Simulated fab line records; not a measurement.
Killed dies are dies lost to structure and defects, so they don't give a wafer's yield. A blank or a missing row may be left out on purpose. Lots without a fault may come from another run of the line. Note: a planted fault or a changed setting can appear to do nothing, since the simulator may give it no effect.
Which tool is to blame? :: flow n5 finfet :: 33 wafers from 11 lots sampled at 4 of the route's 1938 steps

WHAT THE GAUGES READ, wafer by wafer
N5_BEOL_M13_CD_MEAS_17: the cd target is 190 nm.
lot: L780
measured: day 10 16:20
on: cd sem-02
cd nm (nm): 189.4 187.1 189.2

lot: L781
measured: day 10 16:56
on: cd sem-01
cd nm (nm): 191.7 193.4 191.1

lot: L782
measured: day 10 23:12
on: cd sem-03
cd nm (nm): 190.7 189.6 192.2

lot: L784
measured: day 11 09:04
on: cd sem-02
cd nm (nm): 189.5 190.1 193.0

lot: L786
measured: day 12 02:41
on: cd sem-03
cd nm (nm): 187.8 190.7 191.7

lot: L787
measured: day 12 18:56
on: cd sem-03
cd nm (nm): 189.5 188.1 191.1

lot: L788
measured: day 13 02:48
on: cd sem-01
cd nm (nm): 190.3 191.1 191.7

lot: L789
measured: day 13 13:18
on: cd sem-02
cd nm (nm): 190.2 186.9 189.8

lot: L792
measured: day 14 02:52
on: cd sem-03
cd nm (nm): 192.4 193.2 189.7

lot: L797
measured: day 15 22:46
on: cd sem-01
cd nm (nm): 190.3 187.3 185.5

lot: L799
measured: day 15 23:04
on: cd sem-03
cd nm (nm): 194.6 194.3 193.0

N5_BEOL_M13_CD_MEAS_28: the cd target is 209.5 nm.
lot: L780
measured: day 10 16:40
on: cd sem-01
cd nm (nm): 208.4 209.5 208.0

lot: L781
measured: day 10 17:23
on: cd sem-02
cd nm (nm): 208.8 209.8 209.4

lot: L782
measured: day 10 23:32
on: cd sem-03
cd nm (nm): 208.6 209.9 209.4

lot: L784
measured: day 11 09:31
on: cd sem-02
cd nm (nm): 214.7 213.1 214.2

lot: L786
measured: day 12 03:08
on: cd sem-02
cd nm (nm): 211.9 212.0 211.8

lot: L787
measured: day 12 19:23
on: cd sem-03
cd nm (nm): 216.0 215.8 214.9

lot: L788
measured: day 13 03:08
on: cd sem-01
cd nm (nm): 209.6 210.6 210.7

lot: L789
measured: day 13 13:45
on: cd sem-02
cd nm (nm): 209.3 207.9 208.8

lot: L792
measured: day 14 03:19
on: cd sem-02
cd nm (nm): 208.6 209.2 207.7

lot: L797
measured: day 15 23:05
on: cd sem-01
cd nm (nm): 208.8 208.5 207.9

lot: L799
measured: day 15 23:31
on: cd sem-03
cd nm (nm): 210.5 211.3 209.7

EACH LOT AND THE TOOL THAT RAN IT (in order: tool; ch and the chambers of the sampled wafers; start)
lot: L780
N5_BEOL_M13_STRIP_63: plasma asher-01 ch 0,1, day 10 16:08
N5_BEOL_M13_PEB_26: litho track-04 ch 0, day 10 16:32

lot: L781
N5_BEOL_M13_STRIP_63: plasma asher-02 ch 0,1, day 10 16:43
N5_BEOL_M13_PEB_26: litho track-05 ch 0, day 10 17:16

lot: L782
N5_BEOL_M13_STRIP_63: plasma asher-01 ch 0,1, day 10 22:59
N5_BEOL_M13_PEB_26: litho track-05 ch 0, day 10 23:25

lot: L784
N5_BEOL_M13_STRIP_63: plasma asher-01 ch 1, day 11 08:51
N5_BEOL_M13_PEB_26: litho track-05 ch 0, day 11 09:24

lot: L786
N5_BEOL_M13_STRIP_63: plasma asher-02 ch 0,1, day 12 02:29
N5_BEOL_M13_PEB_26: litho track-05 ch 0, day 12 03:02

lot: L787
N5_BEOL_M13_STRIP_63: plasma asher-02 ch 0,1, day 12 18:43
N5_BEOL_M13_PEB_26: litho track-05 ch 0, day 12 19:16

lot: L788
N5_BEOL_M13_STRIP_63: plasma asher-01 ch 0,1, day 13 02:35
N5_BEOL_M13_PEB_26: litho track-04 ch 0, day 13 03:01

lot: L789
N5_BEOL_M13_STRIP_63: plasma asher-02 ch 0,1, day 13 13:05
N5_BEOL_M13_PEB_26: litho track-04 ch 0, day 13 13:38

lot: L792
N5_BEOL_M13_STRIP_63: plasma asher-02 ch 0,1, day 14 02:39
N5_BEOL_M13_PEB_26: litho track-02 ch 0, day 14 03:12

lot: L797
N5_BEOL_M13_STRIP_63: plasma asher-02 ch 0,1, day 15 22:34
N5_BEOL_M13_PEB_26: litho track-02 ch 0, day 15 22:59

lot: L799
N5_BEOL_M13_STRIP_63: plasma asher-01 ch 0,1, day 15 22:49
N5_BEOL_M13_PEB_26: litho track-04 ch 0, day 15 23:24
- N5_BEOL_M13_STRIP_63: strips in N2/H2.
- N5_BEOL_M13_PEB_26: peb time 90 s.

AS READ BY THE TOOLS THEMSELVES (means over the sampled wafers that have a number; for cases with no such wafer, the mark the record gives instead)
N5_BEOL_M13_STRIP_63.
lot: L780
tool: plasma asher-01
drypump motor current A (A): 5.7
heater power w (W): 331
oes product au (a.u.): 0.674
strip time to endpoint s (s): 27.6

lot: L781
tool: plasma asher-02
drypump motor current A (A): 6.1
heater power w (W): 361
oes product au (a.u.): 0.670
strip time to endpoint s (s): 26.8

lot: L782
tool: plasma asher-01
drypump motor current A (A): 5.7
heater power w (W): 334
oes product au (a.u.): 0.678
strip time to endpoint s (s): 29.6

lot: L784
tool: plasma asher-01
drypump motor current A (A): 4.8
heater power w (W): 337
oes product au (a.u.): 0.672
strip time to endpoint s (s): 27.2

lot: L786
tool: plasma asher-02
drypump motor current A (A): 6.4
heater power w (W): 348
oes product au (a.u.): 0.670
strip time to endpoint s (s): 28.9

lot: L787
tool: plasma asher-02
drypump motor current A (A): 6.4
heater power w (W): 349
oes product au (a.u.): 0.678
strip time to endpoint s (s): 29.3

lot: L788
tool: plasma asher-01
drypump motor current A (A): 5.3
heater power w (W): 337
oes product au (a.u.): 0.676
strip time to endpoint s (s): 27.3

lot: L789
tool: plasma asher-02
drypump motor current A (A): 6.0
heater power w (W): 360
oes product au (a.u.): 0.677
strip time to endpoint s (s): 28.7

lot: L792
tool: plasma asher-02
drypump motor current A (A): 6.4
heater power w (W): 348
oes product au (a.u.): 0.672
strip time to endpoint s (s): 28.1

lot: L797
tool: plasma asher-02
drypump motor current A (A): 6.1
heater power w (W): 366
oes product au (a.u.): 0.675
strip time to endpoint s (s): 28.7

lot: L799
tool: plasma asher-01
drypump motor current A (A): 5.7
heater power w (W): 334
oes product au (a.u.): 0.671
strip time to endpoint s (s): 28.5

N5_BEOL_M13_PEB_26.
lot: L780
tool: litho track-04
chill plate temp C (C): 23.01

lot: L781
tool: litho track-05
chill plate temp C (C): 23.03

lot: L782
tool: litho track-05
chill plate temp C (C): 23.08

lot: L784
tool: litho track-05
chill plate temp C (C): 23.21

lot: L786
tool: litho track-05
chill plate temp C (C): 23.05

lot: L787
tool: litho track-05
chill plate temp C (C): 22.95

lot: L788
tool: litho track-04
chill plate temp C (C): 22.98

lot: L789
tool: litho track-04
chill plate temp C (C): 22.98

lot: L792
tool: litho track-02
chill plate temp C (C): 22.92

lot: L797
tool: litho track-02
chill plate temp C (C): 23.14

lot: L799
tool: litho track-04
chill plate temp C (C): 23.09

THE ANSWER, worked out from the rows above alone
Rule: the lots themselves supply what counts as usual. Put in order of their means at a reading, lots are off if they are a third of the lots or fewer, leave a main group of 4 or more, and stand apart from it by a gap of 3 or more times the standard deviation of the main group's means; of several such gaps the widest counts. A main group whose means are all the same, to the digits that the tables above print for the reading, isn't used. A lot without any number at a reading at which 4 lots or more have one is off too. All remaining lots with rows at the step are treated as sound. Order of review: gauges by route order, followed by the tools' own readings, for which a lot's mean as printed above is used. The first step at which some lot is off is used, and at that step the reading that is off furthest; a lot without a number counts as furthest.
No lot is off on any of the readings shown, so nothing can be concluded from this.

WHAT THE SIMULATOR PUT IN
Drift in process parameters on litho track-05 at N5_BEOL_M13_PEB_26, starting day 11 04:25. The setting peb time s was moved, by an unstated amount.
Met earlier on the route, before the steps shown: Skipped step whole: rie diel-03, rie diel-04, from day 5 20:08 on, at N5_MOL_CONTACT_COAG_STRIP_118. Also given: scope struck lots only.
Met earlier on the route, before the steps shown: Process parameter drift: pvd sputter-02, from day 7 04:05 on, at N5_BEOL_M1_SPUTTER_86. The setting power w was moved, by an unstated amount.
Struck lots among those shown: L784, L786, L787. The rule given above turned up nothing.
